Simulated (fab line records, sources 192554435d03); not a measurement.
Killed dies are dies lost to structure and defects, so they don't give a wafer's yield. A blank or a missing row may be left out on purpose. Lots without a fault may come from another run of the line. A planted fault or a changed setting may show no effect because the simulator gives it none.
fab line records | flow n5_finfet
record lots=7 wafers=39
route steps=1938 shown BEOL_M15@1773 PASSIVATION@1929
start_h: hours from the record's first day to the start of the lot's first wafer shown | wait_h: hours since the lot's step before | " the same as in the row above | L1.1+2: a row that stands for several wafers | - no value, or no start given | * or withheld: withheld | < > ~ a bound
route shown NAME@n: a module of which the file shows steps, and the number in the route of the first | usual: mean/standard deviation of fault-free wafers | same: alike in all rows | chamber/n: place in a boat | sites: the reading at each site | _std_site: their standard deviation | _edge_site: outer sites' mean less inner sites' | radius_mm: how far each site lies from the wafer's centre | mask NAME#n: copy n | behind: the tool/chamber that last shaped the wafer | hold: why the lot was held/for how many hours/how that ended | device: the transistor (n, p or np) that didn't switch | end of line: the same wafers' tests at the end of the route | a step without rows: its recipe alone | killed: dies lost to structure and defects at the first sort, not the wafer's yield | map: a wafer's dies, x killed, . not, _ none there
set.NAME: the setting as run; set.NAME@STEP: as run at that earlier step | model.NAME: the simulator's own value behind a step, which no gauge read
lots whose settings were changed on purpose; a table a step, a row a wafer
## steps
# step N5_BEOL_M15_ILD_DEP_00
# recipe material=SiO2 target_thk_a=16293 temp_c=400 precursor=TEOS/O2 pressure_torr=6.5 rf_w=900 teos_flow_sccm=161.4 gas=O2 flow_sccm=2650 time_s=346.1
# columns lot.wafer tool chamber start_h wait_h set.time_s model.SiO2_of_BEOL_M15_ILD_DEP_00.thk_nm
L074.1 pecvd-04 0 258.74 0.0 505.6 2312
L074.2 " 2 " " 346.1 1553
L074.3 " 1 " " 346.1 1558
L074.4 " 0 " " 505.6 2355
L074.5 " 2 " " 505.6 2369
L074.6 " 1 " " 346.1 1562
L075.2 pecvd-04 0 274.69 0.0 346.1 1597
L075.4 " 1 " " 346.1 1647
L075.6 " 2 " " 346.1 1625
L083.1 pecvd-03 2 316.09 0.0 346.1 1614
L083.2 " 1 " " 346.1 1609
L083.3 " 0 " " 346.1 1619
L083.4 " 0 " " 346.1 1647
L083.5 " 2 " " 346.1 1657
L083.6 " 1 " " 346.1 1624
L085.1 pecvd-02 2 329.36 0.0 346.1 1575
L085.2 " 0 " " 346.1 1653
L085.3 " 1 " " 346.1 1611
L085.4 " 0 " " 346.1 1671
L085.5 " 2 " " 346.1 1599
L085.6 " 1 " " 346.1 1643
L086.1 pecvd-04 2 339.26 0.0 346.1 1637
L086.2 " 0 " " 346.1 1617
L086.3 " 1 " " 346.1 1623
L086.4 " 0 " " 346.1 1650
L086.5 " 2 " " 346.1 1643
L086.6 " 1 " " 346.1 1652
L089.1 pecvd-02 2 352.65 0.0 346.1 1592
L089.2 " 0 " " 346.1 1658
L089.3 " 1 " " 346.1 1627
L089.4 " 2 " " 346.1 1633
L089.5 " 1 " " 346.1 1652
L089.6 " 0 " " 346.1 1671
L090.1 pecvd-04 0 353.56 0.0 346.1 1606
L090.2 " 1 " " 230.3 1069
L090.3 " 2 " " 346.1 1595
L090.4 " 1 " " 230.3 1084
L090.5 " 2 " " 346.1 1611
L090.6 " 0 " " 230.3 1091
# step N5_BEOL_M15_THK_MEAS_01
# recipe reads=SiO2_of_BEOL_M15_ILD_DEP_00
# usual M15_ILD_THK=1623/25
# columns lot.wafer tool chamber start_h wait_h set.time_s@BEOL_M15_ILD_DEP_00 M15_ILD_THK[nm]
L074.1 film_metro-02 - 259.00 0.2 505.6 2313
L074.2 " - " " 346.1 1552
L074.3 " - " " 346.1 1557
L074.4 " - " " 505.6 2353
L074.5 " - " " 505.6 2367
L074.6 " - " " 346.1 1563
L075.2 film_metro-02 - 274.94 0.1 346.1 1597
L075.4 " - " " 346.1 1646
L075.6 " - " " 346.1 1626
L083.1 film_metro-01 - 316.34 0.1 346.1 1615
L083.2 " - " " 346.1 1610
L083.3 " - " " 346.1 1618
L083.4 " - " " 346.1 1646
L083.5 " - " " 346.1 1657
L083.6 " - " " 346.1 1625
L085.1 film_metro-02 - 329.61 0.1 346.1 1575
L085.2 " - " " 346.1 1653
L085.3 " - " " 346.1 1612
L085.4 " - " " 346.1 1672
L085.5 " - " " 346.1 1599
L085.6 " - " " 346.1 1643
L086.1 film_metro-01 - 339.51 0.1 346.1 1638
L086.2 " - " " 346.1 1618
L086.3 " - " " 346.1 1622
L086.4 " - " " 346.1 1650
L086.5 " - " " 346.1 1644
L086.6 " - " " 346.1 1652
L089.1 film_metro-01 - 352.90 0.1 346.1 1592
L089.2 " - " " 346.1 1659
L089.3 " - " " 346.1 1627
L089.4 " - " " 346.1 1632
L089.5 " - " " 346.1 1652
L089.6 " - " " 346.1 1670
L090.1 film_metro-01 - 353.81 0.1 346.1 1606
L090.2 " - " " 230.3 1068
L090.3 " - " " 346.1 1596
L090.4 " - " " 230.3 1084
L090.5 " - " " 346.1 1610
L090.6 " - " " 230.3 1090
# step N5_BEOL_M15_COAT_58
# recipe resist=BARC temp_c=205 time_s=60 spin_rpm=1500 resist_thk_nm=89
# step N5_BEOL_M15_COAT_04
# recipe spin_rpm=1704 resist_thk_nm=800
# step N5_BEOL_M15_DESCUM_15
# recipe chemistry=O2 time_s=7.9 source_power_w=50 bias_power_w=20 pressure_mtorr=20 rf_frequency_hz=2.712e+07 temp_c=40 o2_flow_sccm=225
# step N5_BEOL_M15_ETCH_59
# recipe chemistry=N2/H2 target=BARC target_depth_a=890 overetch_a=267 time_s=67.9 ion_energy_ev=200 pressure_mtorr=30 source_w=840 bias_w=150 n2_flow_sccm=200 h2_flow_sccm=200
# step N5_BEOL_M15_VIA_ETCH_16
# recipe chemistry=C4F8/O2/Ar target=SiO2 he_inner_torr=15 he_outer_torr=30 target_depth_a=17922 time_s=withheld ion_energy_ev=800 pressure_mtorr=20 source_w=1905 bias_w=2040 Ar_flow_sccm=400 C4F8_flow_sccm=16 O2_flow_sccm=12 ends=cleared
# columns lot.wafer tool chamber start_h wait_h set.time_s@BEOL_M15_ILD_DEP_00 model.etch.depth_nm model.coat_of_BEOL_M15_COAT_04.thk_nm
L074.1 rie_diel-03 2 259.87 0.0 * 2312 181.2
L074.2 " 1 " " * 1553 350.4
L074.3 " 3 " " * 1558 337.2
L074.4 " 0 " " * 2355 170.6
L074.5 " 2 " " * 2369 170
L074.6 " 3 " " * 1562 336
L075.2 rie_diel-03 0 275.88 0.0 * 1597 347
L075.4 " 2 " " * 1647 335.6
L075.6 " 1 " " * 1625 332.2
L083.1 rie_diel-04 0 316.82 0.0 * 1614 341.2
L083.2 " 2 " " * 1609 339
L083.3 " 3 " " * 1619 325.2
L083.4 " 1 " " * 1647 326.2
L083.5 " 1 " " * 1657 322.6
L083.6 " 0 " " * 1624 337.8
L085.1 rie_diel-04 1 330.21 0.0 * 1575 342.4
L085.2 " 2 " " * 1653 326.4
L085.3 " 0 " " * 1611 338.2
L085.4 " 3 " " * 1671 309
L085.5 " 0 " " * 1599 339.6
L085.6 " 1 " " * 1643 326.4
L086.1 rie_diel-03 3 340.18 0.0 * 1637 314.8
L086.2 " 0 " " * 1617 340.4
L086.3 " 1 " " * 1623 330.2
L086.4 " 0 " " * 1650 330.2
L086.5 " 1 " " * 1643 323
L086.6 " 3 " " * 1652 312.2
L089.1 rie_diel-04 3 353.91 0.0 * 1592 330.8
L089.2 " 0 " " * 1658 326.4
L089.3 " 2 " " * 1627 335.4
L089.4 " 0 " " * 1633 334
L089.5 " 3 " " * 1652 315.4
L089.6 " 2 " " * 1671 325.2
L090.1 rie_diel-04 0 354.49 0.0 * 1606 338.8
L090.2 " 3 " " * 1069 459.2
L090.3 " 2 " " * 1595 341.2
L090.4 " 0 " " * 1084 461.8
L090.5 " 2 " " * 1611 337.2
L090.6 " 3 " " * 1091 454.6
# step N5_PASSIVATION_PASS_ETCH_47
# recipe chemistry=CF4/O2 target=SiNx target_depth_a=7700 time_s=385 ion_energy_ev=100 pressure_mtorr=40 source_w=535 bias_w=49 Ar_flow_sccm=100 cf4_flow_sccm=100 O2_flow_sccm=10
# columns lot.wafer tool chamber start_h wait_h set.time_s model.etch.depth_nm
L074.1 rie_diel-05 2 274.71 0.0 385 776.9
L074.2 " 1 " " 385 726.7
L074.3 " 3 " " 385 746.8
L074.4 " 0 " " 385 736.1
L074.5 " 0 " " 385 725
L074.6 " 3 " " 385 754.4
L075.2 rie_diel-01 3 298.70 0.0 385 769.6
L075.4 " 1 " " 385 791.6
L075.6 " 0 " " 385 806
L083.1 rie_diel-02 3 335.44 0.0 385 784.7
L083.2 " 1 " " 385 739.5
L083.3 " 2 " " 385 739.3
L083.4 " 1 " " 385 734.9
L083.5 " 2 " " 385 735.8
L083.6 " 3 " " 385 790.8
L085.1 rie_diel-01 0 344.87 0.0 385 794.8
L085.2 " 3 " " 385 769.3
L085.3 " 1 " " 385 777.2
L085.4 " 2 " " 385 757.9
L085.5 " 3 " " 385 769.9
L085.6 " 0 " " 385 798.3
L086.1 rie_diel-01 2 359.20 0.0 385 751.9
L086.2 " 1 " " 385 776.1
L086.3 " 3 " " 385 757.5
L086.4 " 0 " " 385 790.6
L086.5 " 3 " " 385 756.8
L086.6 " 2 " " 385 750.7
L089.1 rie_diel-02 3 372.26 0.0 385 784.6
L089.2 " 0 " " 461.8 954.3
L089.3 " 2 " " 461.8 880.9
L089.4 " 1 " " 385 733.5
L089.5 " 0 " " 461.8 937.2
L089.6 " 3 " " 385 775.5
L090.1 rie_diel-01 1 374.45 0.0 454.7 923.6
L090.2 " 3 " " 454.7 907.8
L090.3 " 0 " " 385 799.4
L090.4 " 3 " " 385 768.8
L090.5 " 0 " " 385 802.2
L090.6 " 1 " " 454.7 918.4
## key
split step=N5_BEOL_M15_ILD_DEP_00 setting=time_s stated=346.1 by=wafer
response step=N5_BEOL_M15_ILD_DEP_00 reading=model.SiO2_of_BEOL_M15_ILD_DEP_00.thk_nm change=+16.6 per=1% r=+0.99
response step=N5_BEOL_M15_THK_MEAS_01 reading=M15_ILD_THK change=+16.6 per=1% r=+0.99
response step=N5_BEOL_M15_VIA_ETCH_16 reading=model.etch.depth_nm change=+16.6 per=1% r=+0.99
response step=N5_BEOL_M15_VIA_ETCH_16 reading=model.coat_of_BEOL_M15_COAT_04.thk_nm change=-3.61 per=1% r=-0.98
split step=N5_PASSIVATION_PASS_ETCH_47 setting=time_s stated=385 by=wafer
response step=N5_PASSIVATION_PASS_ETCH_47 reading=model.etch.depth_nm change=+7.54 per=1% r=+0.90
